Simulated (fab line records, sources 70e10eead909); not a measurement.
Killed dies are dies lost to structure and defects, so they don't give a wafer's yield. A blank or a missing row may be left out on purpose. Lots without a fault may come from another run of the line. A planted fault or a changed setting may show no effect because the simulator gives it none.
Which tool did it? | flow nand_harc | 24 lots, 72 wafers sampled, at 3 steps of a route of 1302

WHAT THE GAUGES READ, wafer by wafer
NHARC_A_CONTACT_OVL_MEAS_70.
lot  | measured     | on         | overlay_x_nm (nm) | overlay_y_nm (nm)
L074 | day 21 22:31 | overlay-01 | 1.7 2.2 1.9       | 3.1 2.7 2.4
L075 | day 22 11:10 | overlay-01 | 0.4 0.7 0.3       | -0.8 -1.4 -1.3
L076 | day 22 11:44 | overlay-01 | -0.4 0.1 0.3      | -0.2 -0.5 -0.1
L077 | day 23 14:03 | overlay-02 | 1.0 1.2 0.4       | 0.9 1.6 0.7
L078 | day 23 14:14 | overlay-01 | -1.0 -0.1 0.4     | -2.3 -1.8 -1.6
L079 | day 24 15:18 | overlay-02 | -1.9 -1.5 -1.6    | 0.7 1.0 1.5
L080 | day 24 22:05 | overlay-01 | -0.6 -0.8 -0.5    | 0.2 0.0 0.4
L081 | day 24 22:15 | overlay-02 | 1.3 0.5 0.5       | -0.1 0.5 0.3
L082 | day 25 05:13 | overlay-02 | -1.0 0.0 -0.5     | 0.4 0.5 0.7
L085 | day 25 17:37 | overlay-01 | -0.4 -0.3 -0.6    | 0.3 0.5 -0.2
L084 | day 25 23:24 | overlay-02 | 0.4 0.2 0.1       | -0.2 -0.5 -0.6
L083 | day 26 06:54 | overlay-02 | -0.8 -1.0 -0.8    | -0.1 -0.2 -0.1
L086 | day 26 22:49 | overlay-02 | 0.5 0.1 1.0       | -0.9 -0.3 -0.5
L087 | day 27 17:23 | overlay-01 | 0.5 0.1 0.0       | 0.7 1.3 0.4
L088 | day 28 05:18 | overlay-01 | 1.5 1.4 1.5       | 0.8 0.7 0.6
L089 | day 28 12:37 | overlay-02 | -0.2 -0.4 -0.6    | 0.7 0.3 0.9
L090 | day 28 14:39 | overlay-02 | 1.5 0.9 1.0       | -0.7 -0.2 -0.3
L091 | day 28 15:51 | overlay-01 | 0.6 0.3 0.0       | 1.0 0.4 0.7
L092 | day 29 16:39 | overlay-01 | 0.1 -0.5 -0.9     | -1.1 -0.3 -0.4
L093 | day 29 23:40 | overlay-02 | -0.5 -0.2 -0.4    | -0.4 -0.8 -0.1
L095 | day 30 22:53 | overlay-02 | 0.2 -0.1 0.4      | 0.4 0.2 -0.2
L094 | day 31 00:14 | overlay-01 | -0.6 -0.2 -0.2    | -0.4 -0.3 -0.6
L097 | day 31 17:23 | overlay-01 | -0.6 -1.0 -0.5    | 0.4 0.2 0.2
L096 | day 31 17:32 | overlay-02 | 0.1 0.0 -0.2      | 0.6 1.3 1.0

WHICH TOOL RAN EACH LOT (tool, then ch and the chambers of the sampled wafers, then the start)
lot  | NHARC_A_CONTACT_ETCH_121             | NHARC_A_CONTACT_ETCH_102
L074 | har_cap_etch-01 ch 0, day 21 15:46   | rie_diel-04 ch 1,2,3, day 21 17:38
L075 | har_cap_etch-03 ch 0,1, day 22 03:04 | rie_diel-09 ch 0,3, day 22 04:50
L076 | har_cap_etch-02 ch 0,1, day 22 04:05 | rie_diel-09 ch 0,1,2, day 22 05:53
L077 | har_cap_etch-03 ch 0,1, day 23 07:30 | rie_diel-09 ch 1,3, day 23 09:20
L078 | har_cap_etch-02 ch 0,1, day 23 07:40 | rie_diel-09 ch 0,1,3, day 23 09:38
L079 | har_cap_etch-03 ch 0,1, day 24 05:05 | rie_diel-07 ch 0,3, day 24 06:58
L080 | har_cap_etch-02 ch 0,1, day 24 13:41 | rie_diel-04 ch 0,1,3, day 24 15:32
L081 | har_cap_etch-01 ch 0,1, day 24 13:53 | rie_diel-09 ch 1,2,3, day 24 15:41
L082 | har_cap_etch-02 ch 0,1, day 24 22:35 | rie_diel-09 ch 1,2,3, day 25 00:25
L085 | har_cap_etch-02 ch 0,1, day 25 11:08 | rie_diel-09 ch 1,2,3, day 25 12:56
L084 | har_cap_etch-03 ch 0,1, day 25 16:51 | rie_diel-07 ch 0,1,2, day 25 18:39
L083 | har_cap_etch-01 ch 0,1, day 26 00:26 | rie_diel-09 ch 1,2,3, day 26 02:19
L086 | har_cap_etch-02 ch 0,1, day 26 14:36 | rie_diel-09 ch 1,2,3, day 26 16:39
L087 | har_cap_etch-01 ch 0,1, day 27 10:53 | rie_diel-09 ch 1,2,3, day 27 12:41
L088 | har_cap_etch-02 ch 0,1, day 27 21:26 | rie_diel-09 ch 0,1,2, day 27 23:13
L089 | har_cap_etch-03 ch 0,1, day 28 06:08 | rie_diel-09 ch 0,2,3, day 28 07:55
L090 | har_cap_etch-02 ch 0,1, day 28 07:04 | rie_diel-09 ch 0,1,2, day 28 08:55
L091 | har_cap_etch-01 ch 0,1, day 28 08:29 | rie_diel-04 ch 0,1,2, day 28 10:17
L092 | har_cap_etch-03 ch 0,1, day 29 07:16 | rie_diel-07 ch 1,2,3, day 29 09:13
L093 | har_cap_etch-01 ch 0,1, day 29 15:08 | rie_diel-07 ch 1,2,3, day 29 16:57
L095 | har_cap_etch-03 ch 0,1, day 30 12:07 | rie_diel-07 ch 0,3, day 30 14:04
L094 | har_cap_etch-01 ch 0,1, day 30 17:23 | rie_diel-07 ch 1,3, day 30 19:35
L097 | har_cap_etch-01 ch 0,1, day 31 10:24 | rie_diel-09 ch 2,3, day 31 12:37
L096 | har_cap_etch-02 ch 0,1, day 31 10:50 | rie_diel-04 ch 0,1,2, day 31 12:41
- NHARC_A_CONTACT_ETCH_121: etches the open film in C4F8/O2/Ar, time 190 s, target depth 1850 nm.
- NHARC_A_CONTACT_ETCH_102: etches the open film in CF4/O2, target depth 100 nm, overetch 10 nm, time 55 s.

WHAT THE TOOLS THEMSELVES READ (means of the sampled wafers that have a number; where no wafer has one, the mark that the record gives instead)
NHARC_A_CONTACT_ETCH_102.
lot  | tool        | drypump_motor_current_A (A) | oes_product_au (a.u.) | rf_vpp_V (V) | showerhead_plenum_p_Torr (Torr) | throttle_valve_pct (%)
L074 | rie_diel-04 | 5.9                         | 0.993                 | 198.7        | 1.36                            | 13.391
L075 | rie_diel-09 | 5.9                         | 1.002                 | 196.3        | 1.25                            | 13.391
L076 | rie_diel-09 | 6.1                         | 0.997                 | 198.0        | 1.34                            | 13.398
L077 | rie_diel-09 | 5.7                         | 1.002                 | 196.6        | 1.29                            | 13.396
L078 | rie_diel-09 | 5.9                         | 0.993                 | 196.5        | 1.30                            | 13.389
L079 | rie_diel-07 | 5.5                         | 1.000                 | 198.9        | 1.36                            | 13.406
L080 | rie_diel-04 | 5.9                         | 0.991                 | 198.7        | 1.39                            | 13.388
L081 | rie_diel-09 | 5.9                         | 0.999                 | 197.3        | 1.33                            | 13.391
L082 | rie_diel-09 | 5.9                         | 0.994                 | 198.0        | 1.33                            | 13.401
L085 | rie_diel-09 | 5.9                         | 1.003                 | 197.8        | 1.33                            | 13.402
L084 | rie_diel-07 | 5.5                         | 0.999                 | 197.9        | 1.33                            | 13.395
L083 | rie_diel-09 | 5.9                         | 0.994                 | 197.2        | 1.33                            | 13.393
L086 | rie_diel-09 | 5.9                         | 0.998                 | 197.0        | 1.33                            | 13.402
L087 | rie_diel-09 | 5.9                         | 0.996                 | 197.4        | 1.33                            | 13.402
L088 | rie_diel-09 | 6.1                         | 0.997                 | 198.7        | 1.34                            | 13.397
L089 | rie_diel-09 | 6.1                         | 0.991                 | 197.3        | 1.28                            | 13.391
L090 | rie_diel-09 | 6.1                         | 0.997                 | 197.8        | 1.34                            | 13.390
L091 | rie_diel-04 | 5.7                         | 0.995                 | 199.1        | 1.39                            | 13.403
L092 | rie_diel-07 | 5.5                         | 1.005                 | 196.5        | 1.28                            | 13.387
L093 | rie_diel-07 | 5.5                         | 1.001                 | 196.7        | 1.28                            | 13.400
L095 | rie_diel-07 | 5.4                         | 0.995                 | 199.0        | 1.39                            | 13.411
L094 | rie_diel-07 | 5.6                         | 1.002                 | 196.1        | 1.29                            | 13.400
L097 | rie_diel-09 | 6.1                         | 0.995                 | 199.1        | 1.38                            | 13.395
L096 | rie_diel-04 | 5.7                         | 0.997                 | 198.3        | 1.39                            | 13.404

THE ANSWER, worked out from the rows above alone
Rule: what is usual is taken from the lots themselves. Put in order of their means at a reading, lots are off if they are a third of the lots or fewer, leave a main group of 4 or more, and stand apart from it by a gap of 3 or more times the standard deviation of the main group's means; of several such gaps the widest counts. A main group whose means are all the same, to the digits that the tables above print for the reading, isn't used. A lot without any number at a reading at which 4 lots or more have one is off too. The other lots that the step has rows for count as sound. The gauges are gone through in route order, then the tools' own readings, and for those a lot's mean is taken as printed above. The first step at which some lot is off is used, and at that step the reading that is off furthest; a lot without a number counts as furthest.
No lot is off at any reading shown: from this, nothing can be told.

WHAT THE SIMULATOR HAD PUT IN
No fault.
